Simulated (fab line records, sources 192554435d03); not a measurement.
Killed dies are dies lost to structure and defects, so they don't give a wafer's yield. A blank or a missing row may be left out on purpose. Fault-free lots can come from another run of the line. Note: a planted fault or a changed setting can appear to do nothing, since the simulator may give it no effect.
Chamber matching | flow n5Finfet | N5_HKMG_FIN_ALD_79 on aldMetal-03: 4 sister chambers
The step deposits TiN, target thk 1.5 nm, pulse time 1 s, purge time 3 s. 8 wafers are shown with their chamber, then 7 later ones without.

== WAFERS, EACH WITH ITS CHAMBER ==
wafer  | chamber | heaterPowerW (W) | precursorPulseHeightRel
L661.6 | 2       | 729              | 1.004
L663.6 | 0       | 863              | 1.031
L665.1 | 2       | 731              | 1.003
L665.2 | 1       | 1064             | 1.016
L668.4 | 1       | 1036             | 0.988
L668.6 | 3       | 831              | 0.996
L673.3 | 3       | 824              | 1.000
L673.4 | 0       | 860              | 1.005

== WAFERS MISSING THEIR CHAMBER ==
wafer  | heaterPowerW (W) | precursorPulseHeightRel
L673.6 | 873              | 0.969
L680.1 | 795              | 1.022
L680.4 | 825              | 0.998
L680.6 | 717              | 0.965
L683.1 | 717              | 1.016
L683.2 | 1018             | 0.990
L683.6 | 884              | 1.009

== THE CHAMBER EACH PASSED THROUGH ==
wafer  | from the rows above     | in truth
L673.6 | can't be placed: 0 or 3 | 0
L680.1 | 3                       | 3
L680.4 | 3                       | 3
L680.6 | 2                       | 2
L683.1 | 2                       | 2
L683.2 | 1                       | 1
L683.6 | 0                       | 0
Correct placement for 6 of the 7. Not placeable from these rows: 1 (in 1, the candidates include the true chamber). Wrongly placed: 0.
How it was worked out, from the rows above alone: a wafer's distance from a chamber is the root of the sum, over the readings, of the square of ((its reading less the chamber's mean) divided by the reading's scatter). If the next closest chamber is less than 2 further off than the closest, the wafer can't be placed; otherwise it belongs to the closest. The mean given for a chamber averages the wafers shown for that chamber. The scatter: take each reading less its chamber's mean, square it, sum over the shown wafers, divide by the number of wafers less the number of chambers, and take the root.
